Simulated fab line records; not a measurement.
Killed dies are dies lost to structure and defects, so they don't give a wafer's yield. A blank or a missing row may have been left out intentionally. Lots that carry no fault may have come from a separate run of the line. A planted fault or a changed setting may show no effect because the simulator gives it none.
Split-lot trial    flow n5 finfet    39 wafers read across 7 lots, on a route 1938 steps long

SPLIT DETAILS
At N5_HKMG_FIN_EXPOSE_09 (exposes mask NWFM), the setting dose mj was moved away from the recipe's 39.25 on 15 of the 39 wafers read, by -5.4% to +5.5%. This setting was run at the recipe's value on the other wafers.

FROM THE SPLIT TO THE READING: what the file shows between them, 2 steps
- N5_HKMG_FIN_PEB_10: peb time 60 s
- N5_HKMG_FIN_DEVELOP_11: develop time 30 s

THE READING
cd nm at N5_HKMG_FIN_CD_MEAS_12, given in nm (cd target 92.8 nm). Fault-free wafers of this fab line usually give 93.1 nm, standard deviation 0.81 nm.

wafer   tool, chamber at the split  dose mj as run  against the recipe  cd nm, nm  against lot-mates on the recipe
L074.1  arfi scanner-01, 0          39.25           recipe              93.7       -
L074.2  arfi scanner-01, 0          40.23           +2.5%               95.3       +1.9
L074.3  arfi scanner-01, 0          40.23           +2.5%               95.6       +2.2
L074.4  arfi scanner-01, 0          39.25           recipe              93.1       -
L074.5  arfi scanner-01, 0          40.23           +2.5%               95.1       +1.7
L074.6  arfi scanner-01, 0          39.25           recipe              93.3       -
L079.1  arfi scanner-02, 0          39.25           recipe              93.3       -
L079.2  arfi scanner-02, 0          39.25           recipe              93.4       -
L079.3  arfi scanner-02, 0          39.25           recipe              93.1       -
L079.4  arfi scanner-02, 0          39.25           recipe              92.3       -
L079.5  arfi scanner-02, 0          39.25           recipe              91.9       -
L079.6  arfi scanner-02, 0          39.25           recipe              92.2       -
L080.1  arfi scanner-02, 0          39.25           recipe              90.4       -
L080.2  arfi scanner-02, 0          37.12           -5.4%               88.6       -3.6
L080.3  arfi scanner-02, 0          37.12           -5.4%               87.2       -5.0
L080.4  arfi scanner-02, 0          39.25           recipe              93.0       -
L080.5  arfi scanner-02, 0          37.12           -5.4%               88.9       -3.3
L080.6  arfi scanner-02, 0          39.25           recipe              93.2       -
L082.1  arfi scanner-02, 0          41.4            +5.5%               97.8       +4.4
L082.2  arfi scanner-02, 0          41.4            +5.5%               96.7       +3.3
L082.3  arfi scanner-02, 0          39.25           recipe              93.6       -
L082.4  arfi scanner-02, 0          39.25           recipe              93.9       -
L082.5  arfi scanner-02, 0          39.25           recipe              92.7       -
L082.6  arfi scanner-02, 0          41.4            +5.5%               97.3       +3.9
L094.1  arfi scanner-02, 0          39.25           recipe              93.2       -
L094.2  arfi scanner-02, 0          40.67           +3.6%               95.6       +2.3
L094.3  arfi scanner-02, 0          40.67           +3.6%               94.9       +1.6
L094.4  arfi scanner-02, 0          39.25           recipe              93.7       -
L094.5  arfi scanner-02, 0          40.67           +3.6%               96.4       +3.1
L094.6  arfi scanner-02, 0          39.25           recipe              93.1       -
L095.1  arfi scanner-02, 0          39.25           recipe              92.4       -
L095.4  arfi scanner-02, 0          39.25           recipe              91.4       -
L095.5  arfi scanner-02, 0          39.25           recipe              92.8       -
L097.1  arfi scanner-01, 0          39.25           recipe              94.9       -
L097.2  arfi scanner-01, 0          37.54           -4.4%               90.6       -3.3
L097.3  arfi scanner-01, 0          39.25           recipe              93.5       -
L097.4  arfi scanner-01, 0          37.54           -4.4%               90.7       -3.2
L097.5  arfi scanner-01, 0          37.54           -4.4%               90.6       -3.3
L097.6  arfi scanner-01, 0          39.25           recipe              93.3       -

FIT RESULTS
A straight line over all 39 wafers: cd nm changes by +0.765 nm for each +1% of dose mj; r = +0.93; the points scatter about the line by 0.85 nm.
The same after taking each lot's own level away (the mean of its wafers on the recipe; 39 wafers): +0.718 nm for each +1%; r = +0.95; scatter 0.63 nm.
On that fit, the largest move of dose mj shifts the reading by 3.9 nm.
Measured against the standard deviation above, the lots' own levels, which go from 92.20 to 93.90 nm, span 2.1 times it.
The two slopes agree, so the slope changes little with the lot-to-lot level.
Check: with one of the wafers moved furthest among these (+5.5%) left out of the fit, the line predicts +3.83 nm for it against its lot-mates. Against them it came out at +4.4 nm.

THESE WAFERS: OTHER SPLITS
Before the reading, these wafers also passed through other splits. Each is held against what the fit with the lots' levels taken away leaves over:
other split on the same wafers        wafers away from the commonest value  r with cd nm (lot level and that fit taken away)
N5_DUMMY_GATE_ETCH_31 target depth a  12                                    +0.02
N5_HKMG_FIN_ETCH_54 bias w            18                                    -0.28
N5_HKMG_FIN_ETCH_58 bias w            12                                    -0.03

FILE'S OWN FIT
cd nm changes by +0.721 nm for each +1% of dose mj, r = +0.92.
